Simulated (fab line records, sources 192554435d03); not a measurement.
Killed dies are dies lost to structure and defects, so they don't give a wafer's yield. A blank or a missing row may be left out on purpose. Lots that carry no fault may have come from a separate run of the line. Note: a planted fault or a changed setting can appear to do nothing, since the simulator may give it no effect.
Matching of chambers / flow n5-finfet / 4 sister chambers for N5_BEOL_M5_ETCH_75 on rie-diel-02
The step etches underlayer in N2/H2, target depth 6.5 nm, time 5.2 s. 24 wafers are shown with their chamber, then 12 later ones without.

== WAFERS WITH THEIR CHAMBER ==
wafer=L074.1; chamber=0; drypump-motor-current-A (A)=5.7; showerhead-plenum-p-Torr (Torr)=2.55; throttle-valve-pct (%)=18.1
wafer=L074.4; chamber=0; drypump-motor-current-A (A)=5.7; showerhead-plenum-p-Torr (Torr)=2.55; throttle-valve-pct (%)=18.1
wafer=L074.5; chamber=1; drypump-motor-current-A (A)=5.7; showerhead-plenum-p-Torr (Torr)=2.35; throttle-valve-pct (%)=17.4
wafer=L077.1; chamber=0; drypump-motor-current-A (A)=5.7; showerhead-plenum-p-Torr (Torr)=2.54; throttle-valve-pct (%)=18.1
wafer=L077.2; chamber=1; drypump-motor-current-A (A)=5.7; showerhead-plenum-p-Torr (Torr)=2.34; throttle-valve-pct (%)=17.4
wafer=L077.5; chamber=0; drypump-motor-current-A (A)=5.7; showerhead-plenum-p-Torr (Torr)=2.54; throttle-valve-pct (%)=18.1
wafer=L078.2; chamber=0; drypump-motor-current-A (A)=5.7; showerhead-plenum-p-Torr (Torr)=2.54; throttle-valve-pct (%)=18.1
wafer=L078.4; chamber=2; drypump-motor-current-A (A)=5.2; showerhead-plenum-p-Torr (Torr)=2.49; throttle-valve-pct (%)=17.3
wafer=L078.6; chamber=3; drypump-motor-current-A (A)=6.3; showerhead-plenum-p-Torr (Torr)=2.61; throttle-valve-pct (%)=17.4
wafer=L079.1; chamber=0; drypump-motor-current-A (A)=5.7; showerhead-plenum-p-Torr (Torr)=2.54; throttle-valve-pct (%)=18.1
wafer=L079.2; chamber=3; drypump-motor-current-A (A)=6.3; showerhead-plenum-p-Torr (Torr)=2.61; throttle-valve-pct (%)=17.4
wafer=L079.3; chamber=1; drypump-motor-current-A (A)=5.7; showerhead-plenum-p-Torr (Torr)=2.34; throttle-valve-pct (%)=17.4
wafer=L079.4; chamber=2; drypump-motor-current-A (A)=5.1; showerhead-plenum-p-Torr (Torr)=2.49; throttle-valve-pct (%)=17.3
wafer=L079.5; chamber=0; drypump-motor-current-A (A)=5.7; showerhead-plenum-p-Torr (Torr)=2.54; throttle-valve-pct (%)=18.1
wafer=L079.6; chamber=3; drypump-motor-current-A (A)=6.3; showerhead-plenum-p-Torr (Torr)=2.61; throttle-valve-pct (%)=17.4
wafer=L080.3; chamber=3; drypump-motor-current-A (A)=6.3; showerhead-plenum-p-Torr (Torr)=2.61; throttle-valve-pct (%)=17.4
wafer=L080.5; chamber=3; drypump-motor-current-A (A)=6.3; showerhead-plenum-p-Torr (Torr)=2.61; throttle-valve-pct (%)=17.4
wafer=L080.6; chamber=0; drypump-motor-current-A (A)=5.7; showerhead-plenum-p-Torr (Torr)=2.54; throttle-valve-pct (%)=18.1
wafer=L081.2; chamber=3; drypump-motor-current-A (A)=6.3; showerhead-plenum-p-Torr (Torr)=2.61; throttle-valve-pct (%)=17.4
wafer=L081.3; chamber=1; drypump-motor-current-A (A)=5.7; showerhead-plenum-p-Torr (Torr)=2.34; throttle-valve-pct (%)=17.4
wafer=L081.4; chamber=2; drypump-motor-current-A (A)=5.2; showerhead-plenum-p-Torr (Torr)=2.49; throttle-valve-pct (%)=17.2
wafer=L091.2; chamber=3; drypump-motor-current-A (A)=6.3; showerhead-plenum-p-Torr (Torr)=2.60; throttle-valve-pct (%)=17.5
wafer=L091.5; chamber=2; drypump-motor-current-A (A)=5.2; showerhead-plenum-p-Torr (Torr)=2.48; throttle-valve-pct (%)=17.3
wafer=L091.6; chamber=1; drypump-motor-current-A (A)=5.7; showerhead-plenum-p-Torr (Torr)=2.33; throttle-valve-pct (%)=17.5

SIGNATURES (means of the wafers above)
reading=drypump-motor-current-A; chamber 0=5.700; chamber 1=5.700; chamber 2=5.175; chamber 3=6.300; scatter within a chamber=0.0194
reading=showerhead-plenum-p-Torr; chamber 0=2.5425; chamber 1=2.3400; chamber 2=2.4875; chamber 3=2.6086; scatter within a chamber=0.00505
reading=throttle-valve-pct; chamber 0=18.100; chamber 1=17.420; chamber 2=17.275; chamber 3=17.414; scatter within a chamber=0.0347
Rule: distance of a wafer from a chamber = root of the sum over the readings of ((wafer's reading minus chamber's mean) / reading's scatter) squared. The wafer belongs to the nearest chamber; if the next one is less than 2 further off, it can't be placed. The scatter: the root of (the sum of the squares of (reading less its chamber's mean) over the shown wafers, divided by (wafers less chambers)).

== WAFERS WITHOUT THEIR CHAMBER ==
wafer=L094.1; drypump-motor-current-A (A)=6.3; showerhead-plenum-p-Torr (Torr)=2.60; throttle-valve-pct (%)=17.4
wafer=L094.5; drypump-motor-current-A (A)=5.2; showerhead-plenum-p-Torr (Torr)=2.48; throttle-valve-pct (%)=17.3
wafer=L094.6; drypump-motor-current-A (A)=6.3; showerhead-plenum-p-Torr (Torr)=2.60; throttle-valve-pct (%)=17.5
wafer=L095.3; drypump-motor-current-A (A)=5.2; showerhead-plenum-p-Torr (Torr)=2.48; throttle-valve-pct (%)=17.3
wafer=L095.4; drypump-motor-current-A (A)=6.3; showerhead-plenum-p-Torr (Torr)=2.60; throttle-valve-pct (%)=17.5
wafer=L095.6; drypump-motor-current-A (A)=5.7; showerhead-plenum-p-Torr (Torr)=2.33; throttle-valve-pct (%)=17.5
wafer=L096.1; drypump-motor-current-A (A)=5.7; showerhead-plenum-p-Torr (Torr)=2.53; throttle-valve-pct (%)=18.1
wafer=L096.2; drypump-motor-current-A (A)=5.1; showerhead-plenum-p-Torr (Torr)=2.47; throttle-valve-pct (%)=17.3
wafer=L096.3; drypump-motor-current-A (A)=6.2; showerhead-plenum-p-Torr (Torr)=2.59; throttle-valve-pct (%)=17.4
wafer=L096.4; drypump-motor-current-A (A)=6.2; showerhead-plenum-p-Torr (Torr)=2.59; throttle-valve-pct (%)=17.5
wafer=L096.5; drypump-motor-current-A (A)=5.1; showerhead-plenum-p-Torr (Torr)=2.47; throttle-valve-pct (%)=17.3
wafer=L096.6; drypump-motor-current-A (A)=5.7; showerhead-plenum-p-Torr (Torr)=2.53; throttle-valve-pct (%)=18.2

== CHAMBER TAKEN BY EACH ==
wafer=L094.1; from the rows above=3; in truth=3
wafer=L094.5; from the rows above=2; in truth=2
wafer=L094.6; from the rows above=3; in truth=3
wafer=L095.3; from the rows above=2; in truth=2
wafer=L095.4; from the rows above=3; in truth=3
wafer=L095.6; from the rows above=1; in truth=1
wafer=L096.1; from the rows above=0; in truth=0
wafer=L096.2; from the rows above=2; in truth=2
wafer=L096.3; from the rows above=3; in truth=3
wafer=L096.4; from the rows above=3; in truth=3
wafer=L096.5; from the rows above=2; in truth=2
wafer=L096.6; from the rows above=0; in truth=0
12 of 12 placed correctly. Can't be placed from these rows: 0. 0 placed wrongly.
